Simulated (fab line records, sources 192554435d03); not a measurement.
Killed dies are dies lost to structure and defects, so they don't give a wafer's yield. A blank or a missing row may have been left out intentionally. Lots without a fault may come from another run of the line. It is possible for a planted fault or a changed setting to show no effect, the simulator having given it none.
fab line records    flow n5_finfet
record lots=9  wafers=27  last_day=17
route steps=1938 shown BEOL_M4@1111 BEOL_M15@1811 MIM_TOP_LITHO@1847 MIM_TOP_ETCH@1852 PASSIVATION@1936
lots that met no fault: from a run of the same line without faults
start_h: the number of hours between the record's first day and the start of the first shown wafer of the lot    wait_h: hours from the lot's prior step to this one    " the same as in the row above    L1.1+2: a single row standing in for several wafers    - no value, or no start given    * or withheld: withheld    < > ~ a bound
route shown NAME@n: NAME is a module with steps in the file, n the number in the route of the first one    usual: average and standard deviation across the fault-free wafers    same: alike in all rows    chamber/n: place in a boat    sites: the reading at each site    _std_site: how widely they spread, as a standard deviation    _edge_site: the outer-site mean with the inner-site mean subtracted    radius_mm: how far each site lies from the wafer's centre    mask NAME#n: copy n    behind: the tool/chamber that last shaped the wafer    hold: why the lot went on hold/how many hours it stayed there/how the hold came to an end    device: which transistor (n, p or np) failed to switch    end of line: tests of these same wafers at the route's end    a step given without rows: its recipe and nothing more    killed: dies that structure and defects cost at the first sort, which is not the same as the wafer's yield    map: dies across one wafer; x = killed, . = not, _ = none there
set.NAME: setting as actually run; set.NAME@STEP: the setting as run at that earlier step    model.NAME: the simulator's own value behind a step, which no gauge read
route steps across a sampled set of lots; one table per step, one row per wafer
services: the hour from which a tool's chamber was out of use, counted from the record's first day as start_h (under 0 if before that day), plus the number of hours and why
## steps
# step N5_BEOL_M4_RC_MEAS_101
# usual DIBL_N=36.3/1.2  DIBL_P=36.3/1.4  IOFF_N=0.157/0.02  IOFF_P=0.22/0.033  ION_N=675/9.6  ION_P=465/8.2  SS_N=71.4/0.45  SS_P=73.3/0.54  VT_N=249.8/2.5  VT_P=-249/3.2
lot.wafer  tool       chamber  start_h  wait_h  DIBL_N[mV/V]  DIBL_P[mV/V]  IOFF_N[nA/um]  IOFF_P[nA/um]  ION_N[uA/um]  ION_P[uA/um]  SS_N[mV/dec]  SS_P[mV/dec]  VT_N[mV]  VT_P[mV]
L175.1     prober-01  0        215.64   0.0     36.5          35.2          0.145          0.20           677           465           71.7          73.1          253.5     -251
L175.5     "          0        "        "       37.5          37.4          0.176          0.24           690           477           71.7          73.4          246.0     -247
L175.6     "          0        "        "       36.6          34.6          0.138          0.19           674           460           71.2          73.4          252.7     -251
L185.3     prober-01  0        252.24   0.3     34.5          34.8          0.155          0.19           679           468           71.6          73.8          249.4     -252
L185.5     "          0        "        "       34.2          34.3          0.146          0.18           681           459           70.7          72.8          247.7     -255
L185.6     "          0        "        "       33.8          34.0          0.141          0.17           670           459           71.5          72.9          248.8     -256
L184.1     prober-01  0        269.43   0.0     37.2          37.3          0.182          0.25           680           475           71.3          73.5          248.5     -246
L184.3     "          0        "        "       35.8          36.4          0.173          0.24           680           472           71.3          73.9          249.2     -245
L184.4     "          0        "        "       36.2          36.6          0.173          0.23           677           465           71.1          72.8          247.7     -246
L188.1     prober-02  0        274.00   0.0     36.0          35.9          0.160          0.20           683           463           71.2          73.4          249.9     -250
L188.4     "          0        "        "       36.0          36.1          0.152          0.20           672           461           71.7          72.8          249.2     -252
L188.5     "          0        "        "       36.0          36.1          0.159          0.20           685           463           71.2          72.5          248.5     -251
L186.1     prober-02  0        276.89   0.0     37.1          37.0          0.156          0.22           666           459           71.4          74.0          250.1     -249
L186.2     "          0        "        "       36.4          36.4          0.154          0.21           671           457           72.1          73.0          252.0     -251
L186.3     "          0        "        "       34.7          34.0          0.120          0.18           660           453           70.6          73.4          254.0     -253
L187.1     prober-02  0        284.71   0.0     36.3          36.0          0.133          0.20           666           461           71.5          72.2          254.8     -251
L187.4     "          0        "        "       37.1          36.6          0.149          0.21           677           464           71.6          72.6          251.3     -247
L187.6     "          0        "        "       37.9          38.3          0.163          0.24           686           477           71.9          74.0          249.4     -248
L189.1     prober-02  0        299.64   0.0     35.0          35.0          0.143          0.25           674           464           72.2          73.6          251.8     -248
L189.4     "          0        "        "       35.3          35.0          0.149          0.23           677           472           71.7          73.6          252.1     -247
L189.5     "          0        "        "       34.5          33.3          0.137          0.21           687           473           71.4          73.2          250.9     -248
L190.1     prober-01  0        299.75   0.0     35.0          33.2          0.123          0.15           654           443           70.7          73.8          256.3     -256
L190.4     "          0        "        "       35.9          34.8          0.141          0.17           665           450           71.5          73.9          254.5     -258
L190.5     "          0        "        "       35.8          34.6          0.130          0.17           650           442           71.2          73.9          257.1     -256
L194.1     prober-01  0        307.20   0.0     35.7          36.1          0.147          0.25           673           469           71.2          73.3          249.2     -246
L194.3     "          0        "        "       37.4          37.9          0.182          0.28           675           473           71.5          74.0          246.1     -245
L194.5     "          0        "        "       36.5          36.6          0.170          0.26           667           464           71.8          73.9          247.4     -246
# step N5_BEOL_M15_STRIP_36
# recipe chemistry=O2  power_w=600  temp_c=60  pressure_mtorr=30  rf_frequency_hz=6e+07  bias_power_w=0  overash_fraction=0.3  o2_flow_sccm=225
# usual chamber_pressure_mTorr=30.00/0.056  drypump_motor_current_A=5.7/0.51  oes_product_au=0.78/0.11  rf_vpp_V=3.6/0.91  showerhead_plenum_p_Torr=2.10/0.07  throttle_valve_pct=16.75/0.25
# same bias_power_w=0
lot.wafer  tool         chamber  start_h  wait_h  chamber_pressure_mTorr  drypump_motor_current_A  oes_product_au  rf_hours_counter_h  rf_vpp_V  showerhead_plenum_p_Torr  throttle_valve_pct
L175.1     rie_diel-05  2        295.79   0.3     29.90                   5.5                      0.90            19                  4.9       2.05                      16.25
L175.5     "            1        "        "       30.02                   6.7                      0.68            -                   2.2       2.06                      16.95
L175.6     "            0        "        "       30.00                   5.4                      0.67            -                   3.6       2.06                      16.91
L185.3     rie_diel-05  1        341.23   0.8     30.05                   6.7                      0.67            255                 4.0       2.06                      16.99
L185.5     "            3        "        "       29.99                   5.6                      0.69            -                   2.6       2.06                      17.26
L185.6     "            2        "        "       29.98                   5.5                      0.86            -                   2.9       2.04                      16.27
L184.1     rie_diel-02  3        355.34   0.3     30.03                   4.7                      0.69            240                 3.8       2.07                      17.02
L184.3     "            0        "        "       30.09                   6.0                      0.94            10                  3.1       2.06                      16.72
L184.4     "            2        "        "       30.01                   5.6                      0.71            190                 5.3       2.09                      16.64
L186.1     rie_diel-05  0        358.39   2.0     29.96                   5.4                      0.96            8                   4.0       2.05                      16.48
L186.2     "            2        "        "       29.93                   5.5                      0.85            48                  2.2       2.04                      16.31
L186.3     "            3        "        "       29.94                   5.6                      0.68            247                 2.9       2.06                      17.25
L188.1     rie_diel-04  2        365.05   5.2     30.03                   5.5                      0.71            225                 3.7       2.16                      16.88
L188.4     "            3        "        "       29.97                   5.6                      0.89            43                  4.3       2.22                      16.73
L188.5     "            3        "        "       30.01                   5.7                      0.89            -                   2.4       2.22                      16.70
L187.1     rie_diel-04  2        368.95   1.3     30.08                   5.5                      0.71            226                 3.5       2.16                      16.85
L187.4     "            1        "        "       30.11                   6.7                      0.72            219                 4.0       1.99                      16.94
L187.6     "            0        "        "       29.97                   6.1                      0.68            -                   2.3       2.07                      16.95
L190.1     rie_diel-02  1        385.34   1.3     30.03                   5.9                      0.84            74                  5.7       2.20                      16.30
L190.4     "            0        "        "       30.12                   6.0                      0.91            20                  3.2       2.05                      16.74
L190.5     "            0        "        "       29.99                   6.0                      0.90            -                   3.5       2.05                      16.69
L189.1     rie_diel-04  2        389.63   3.1     30.03                   5.5                      0.71            232                 2.6       2.16                      16.88
L189.4     "            3        "        "       29.98                   5.6                      0.88            49                  2.7       2.22                      16.70
L189.5     "            3        "        "       29.94                   5.6                      0.89            -                   3.5       2.22                      16.71
L194.1     rie_diel-02  1        390.33   0.8     30.02                   5.9                      0.84            75                  2.4       2.20                      16.35
L194.3     "            2        "        "       30.00                   5.6                      0.68            202                 3.3       2.09                      16.60
L194.5     "            3        "        "       30.04                   4.7                      0.68            -                   2.6       2.07                      17.00
# step N5_BEOL_M15_INSPECT_55
# recipe inspect_instrument=darkfield  mode=post_dep
# usual raw_defect_count=71/22
lot.wafer  tool               chamber  start_h  wait_h  raw_defect_count
L175.1     defect_inspect-01  -        297.70   0.0     70
L175.5     "                  -        "        "       61
L175.6     "                  -        "        "       66
L185.3     defect_inspect-01  -        344.91   0.0     59
L185.5     "                  -        "        "       51
L185.6     "                  -        "        "       59
L184.1     defect_inspect-01  -        357.40   0.0     62
L184.3     "                  -        "        "       71
L184.4     "                  -        "        "       40
L186.1     defect_inspect-02  -        360.31   0.0     57
L186.2     "                  -        "        "       48
L186.3     "                  -        "        "       57
L188.1     defect_inspect-02  -        367.23   0.0     59
L188.4     "                  -        "        "       68
L188.5     "                  -        "        "       59
L187.1     defect_inspect-02  -        370.89   0.0     87
L187.4     "                  -        "        "       75
L187.6     "                  -        "        "       75
L190.1     defect_inspect-02  -        387.46   0.0     106
L190.4     "                  -        "        "       85
L190.5     "                  -        "        "       85
L189.1     defect_inspect-01  -        391.90   0.0     45
L189.4     "                  -        "        "       34
L189.5     "                  -        "        "       73
L194.1     defect_inspect-01  -        392.43   0.0     105
L194.3     "                  -        "        "       72
L194.5     "                  -        "        "       82
# step N5_MIM_TOP_LITHO_CD_MEAS_08
# recipe target_cd_nm=2000  landing_energy_ev=500  detector=se_inlens
# usual cd_nm=1999.9/1.4
lot.wafer  tool       chamber  start_h  wait_h  cd_nm
L175.1     cd_sem-02  0        300.78   -       2000.3
L175.5     "          0        "        "       2000.7
L175.6     "          0        "        "       2000.0
L185.3     cd_sem-02  0        347.84   -       1998.1
L185.5     "          0        "        "       1997.1
L185.6     "          0        "        "       1999.3
L184.1     cd_sem-01  0        359.96   -       2000.2
L184.3     "          0        "        "       1998.2
L184.4     "          0        "        "       2001.0
L186.1     cd_sem-02  0        364.83   -       2000.2
L186.2     "          0        "        "       2000.4
L186.3     "          0        "        "       2000.2
L188.1     cd_sem-03  0        372.22   -       1999.2
L188.4     "          0        "        "       2001.3
L188.5     "          0        "        "       2001.3
L187.1     cd_sem-02  0        374.99   -       2001.2
L187.4     "          0        "        "       1999.5
L187.6     "          0        "        "       2000.6
L190.1     cd_sem-02  0        393.55   -       1999.0
L190.4     "          0        "        "       2000.6
L190.5     "          0        "        "       2000.2
L189.1     cd_sem-03  0        394.90   -       2001.5
L189.4     "          0        "        "       2001.7
L189.5     "          0        "        "       2000.8
L194.1     cd_sem-03  0        396.48   -       1998.8
L194.3     "          0        "        "       1998.7
L194.5     "          0        "        "       1999.6
# step N5_MIM_TOP_ETCH_STRIP_01
# recipe chemistry=O2  power_w=600  temp_c=60  pressure_mtorr=30  rf_frequency_hz=6e+07  bias_power_w=0  overash_fraction=0.5  o2_flow_sccm=225
# usual bias_power_w=0/0  chamber_pressure_mTorr=30.00/0.075  drypump_motor_current_A=5.8/0.5  oes_product_au=0.80/0.11  rf_vpp_V=3.7/1.4  showerhead_plenum_p_Torr=2.09/0.067  throttle_valve_pct=16.71/0.28
lot.wafer  tool         chamber  start_h  wait_h  bias_power_w  chamber_pressure_mTorr  drypump_motor_current_A  oes_product_au  rf_hours_counter_h  rf_vpp_V  showerhead_plenum_p_Torr  throttle_valve_pct
L175.1     rie_diel-04  0        301.09   0.1     0             29.91                   6.1                      0.70            219                 4.6       2.08                      16.92
L175.5     "            2        "        "       0             29.98                   5.5                      0.73            -                   2.7       2.17                      16.81
L175.6     "            3        "        "       0             30.08                   5.6                      0.91            -                   3.4       2.23                      16.69
L185.3     rie_diel-02  1        348.21   0.1     0             30.11                   5.9                      0.84            62                  3.0       2.21                      16.31
L185.5     "            2        "        "       0             29.87                   5.6                      0.71            -                   4.8       2.10                      16.59
L185.6     "            3        "        "       0             29.96                   4.8                      0.69            -                   4.0       2.07                      16.98
L184.1     rie_diel-02  3        360.36   0.2     -             -                       -                        -               -                   -         -                         -
L184.3     "            1        "        "       -             -                       -                        -               -                   -         -                         -
L184.4     "            0        "        "       -             -                       -                        -               -                   -         -                         -
L186.1     rie_diel-05  0        365.26   0.2     -             -                       -                        -               -                   -         -                         -
L186.2     "            3        "        "       -             -                       -                        -               -                   -         -                         -
L186.3     "            2        "        "       -             -                       -                        -               -                   -         -                         -
L188.1     rie_diel-05  0        372.87   0.3     0             29.95                   5.4                      0.95            13                  3.3       2.05                      16.44
L188.4     "            2        "        "       0             30.08                   5.5                      0.83            -                   4.6       2.04                      16.30
L188.5     "            0        "        "       0             29.91                   5.4                      0.95            -                   2.7       2.05                      16.50
L187.1     rie_diel-05  2        375.56   0.1     0             30.00                   5.5                      0.85            54                  2.1       2.04                      16.35
L187.4     "            0        "        "       0             30.18                   5.4                      0.95            -                   3.0       2.05                      16.49
L187.6     "            2        "        "       0             29.94                   5.5                      0.85            -                   3.2       2.04                      16.28
L190.1     rie_diel-02  0        393.96   0.2     0             30.05                   6.0                      0.90            22                  5.0       2.05                      16.73
L190.4     "            1        "        "       0             29.91                   5.9                      0.84            77                  6.4       2.20                      16.33
L190.5     "            1        "        "       0             30.09                   5.9                      0.83            -                   3.9       2.20                      16.33
L189.1     rie_diel-02  0        395.22   0.1     0             30.05                   6.0                      0.91            23                  6.8       2.05                      16.68
L189.4     "            2        "        "       0             30.02                   5.6                      0.70            204                 3.8       2.09                      16.66
L189.5     "            0        "        "       0             30.19                   6.0                      0.90            -                   4.9       2.05                      16.73
L194.1     rie_diel-02  1        396.80   0.1     0             30.06                   5.9                      0.84            77                  1.8       2.20                      16.33
L194.3     "            0        "        "       0             30.01                   6.0                      0.90            24                  4.6       2.05                      16.74
L194.5     "            0        "        "       0             30.02                   6.0                      0.91            -                   0.3       2.05                      16.74
# step N5_PASSIVATION_PROBE_49
# usual defect_limited_yield=91.1/1.4  killed_at_M0_to_M3=33/10  killed_at_M4_up=15/5.8  killed_at_contacts=13/5.9  killed_at_front_end=39/11  killed_at_other=4/3.6  killed_dies=105/16  killed_on_rim=13/3.7  killed_open=68/11  killed_short=34/7.8  sort_bin_5_function=5.2/0.88  sort_bin_6_memory=3.3/0.61  sort_n_pass=1075/16  sort_yield_pct=91.1/1.4
# same gross_dies=1180  killed_at_back_side=0  sort_bin_4_leakage[%]=0  sort_bin_8_speed[%]=0
lot.wafer  tool       chamber  start_h  wait_h  defect_limited_yield[%]  killed_at_M0_to_M3  killed_at_M4_up  killed_at_contacts  killed_at_front_end  killed_at_other  killed_dies  killed_on_rim  killed_open  killed_short  sort_bin_5_function[%]  sort_bin_6_memory[%]  sort_n_pass  sort_yield_pct[%]
L184.1     prober-02  -        371.76   0.0     0                        39                  8                14                  33                   1086             1180         152            62           42            96.4                    3.2                   0            0
L184.3     prober-02  -        371.86   0.1     0                        33                  16               8                   47                   1076             1180         152            75           37            95.8                    3.7                   0            0
L184.4     prober-02  -        371.91   0.2     0                        51                  16               8                   46                   1059             1180         152            85           49            95.4                    4.2                   0            0
L186.1     prober-02  -        375.67   0.0     0                        23                  23               8                   72                   1054             1180         152            83           48            94.7                    4.6                   0            0
L186.2     prober-02  -        375.72   0.1     0                        23                  10               10                  40                   1097             1180         152            52           30            97.2                    2.5                   0            0
L186.3     prober-02  -        375.77   0.1     0                        27                  13               11                  61                   1068             1180         152            82           40            95.9                    3.5                   0            0
# killed by level:class
L184.1 MIM_TOP_ETCH:area_pecvd=1076 MOL_CONTACT_COAG:geometric_particle:open=11 BEOL_M0_SAQP:geometric_particle:short=10 FIN_SAQP:geometric_particle:open=8 BEOL_M3:geometric_particle:open=8 BEOL_M0_SAQP:geometric_particle:open=6 BEOL_M3:geometric_particle:short=6 FIN_SAQP:geometric_particle:short=5
L184.3 MIM_TOP_ETCH:area_pecvd=1067 FIN_SAQP:geometric_particle:open=16 FIN_SAQP:geometric_particle:short=7 BEOL_M0_SAQP:geometric_particle:open=7 BEOL_M0_SAQP:geometric_particle:short=7 BEOL_M3:geometric_particle:open=7 STI_FIN_REVEAL:geometric_particle:open=6 MOL_CONTACT_COAG:geometric_particle:open=6
L184.4 MIM_TOP_ETCH:area_pecvd=1046 FIN_SAQP:geometric_particle:short=15 BEOL_M3:geometric_particle:open=13 BEOL_M0_SAQP:geometric_particle:short=13 BEOL_M0_SAQP:geometric_particle:open=13 FIN_SAQP:geometric_particle:open=10 MOL_CONTACT_COAG:geometric_particle:open=8 DUMMY_GATE:geometric_particle:open=6
L186.1 MIM_TOP_ETCH:area_pecvd=1044 FIN_SAQP:geometric_particle:short=17 FIN_SAQP:geometric_particle:open=15 STI_FIN_REVEAL:geometric_particle:open=13 GATE_CUT:geometric_particle:short=11 BEOL_M2:geometric_particle:open=10 BEOL_M4:geometric_particle:open=9 MOL_CONTACT_COAG:geometric_particle:open=6
L186.2 MIM_TOP_ETCH:area_pecvd=1096 FIN_SAQP:geometric_particle:short=11 MOL_CONTACT_COAG:geometric_particle:open=10 BEOL_M2:geometric_particle:open=8 FIN_SAQP:geometric_particle:open=7 BEOL_M3:geometric_particle:open=6 STI_FIN_REVEAL:geometric_particle:open=5 ILD0:geometric_particle:short=4
L186.3 MIM_TOP_ETCH:area_pecvd=1057 FIN_SAQP:geometric_particle:open=19 BEOL_M2:geometric_particle:open=13 FIN_SAQP:geometric_particle:short=10 MOL_CONTACT_COAG:geometric_particle:open=8 ILD0:geometric_particle:open=7 BEOL_M4:geometric_particle:open=7 STI_FIN_REVEAL:geometric_particle:open=5
## services
tool         chamber  start_h  hours  kind
rie_diel-02  -        275.75   2.8    pm
rie_diel-02  0        303.00   -      clean
rie_diel-02  0        303.00   -      consumable_replace:focus_ring
rie_diel-02  0        303.00   19.1   scheduled_down
rie_diel-02  0        303.00   19.1   vent_cycle
rie_diel-05  0        325.56   -      clean
rie_diel-05  0        325.56   -      consumable_replace:focus_ring
rie_diel-05  0        325.56   16.5   scheduled_down
rie_diel-05  0        325.56   16.5   vent_cycle
rie_diel-05  1        347.76   -      clean
rie_diel-05  1        347.76   -      consumable_replace:focus_ring
rie_diel-05  1        347.76   19.1   scheduled_down
rie_diel-05  1        347.76   19.1   vent_cycle
rie_diel-05  3        368.40   -      clean
rie_diel-05  3        368.40   -      consumable_replace:focus_ring
rie_diel-05  3        368.40   15.5   scheduled_down
rie_diel-05  3        368.40   15.5   vent_cycle
## key
first_sign step=N5_MIM_TOP_ETCH_STRIP_01  reading=tool_record  direction=missing
effect step=N5_PASSIVATION_PROBE_49  reading=killed_at_other  direction=up  sigmas=99+  usual=4  struck=1073
more_kills_born_at N5_MIM_TOP_ETCH_PECVD_03@pecvd-01=3197  N5_MIM_TOP_ETCH_PECVD_03@pecvd-02=3189
met_at N5_MIM_TOP_ETCH_STRIP_01
struck_lots L184,L186
later_rows_left_out L184.1,L184.3,L184.4,L186.1,L186.2,L186.3
not_acting_at N5_BEOL_M15_STRIP_36,N5_BEOL_M15_INSPECT_55,N5_MIM_TOP_LITHO_CD_MEAS_08
onset_between 348.21 360.36
fault kind=skipped_step_whole  tool=rie_diel-02,rie_diel-05  chamber=-  onset_h=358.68  steps=N5_MIM_TOP_ETCH_STRIP_01  scope=struck_lots_only
# later_rows_left_out: the simulator's readings of these wafers behind a module that went badly wrong aren't trusted and aren't shown, but for the sort
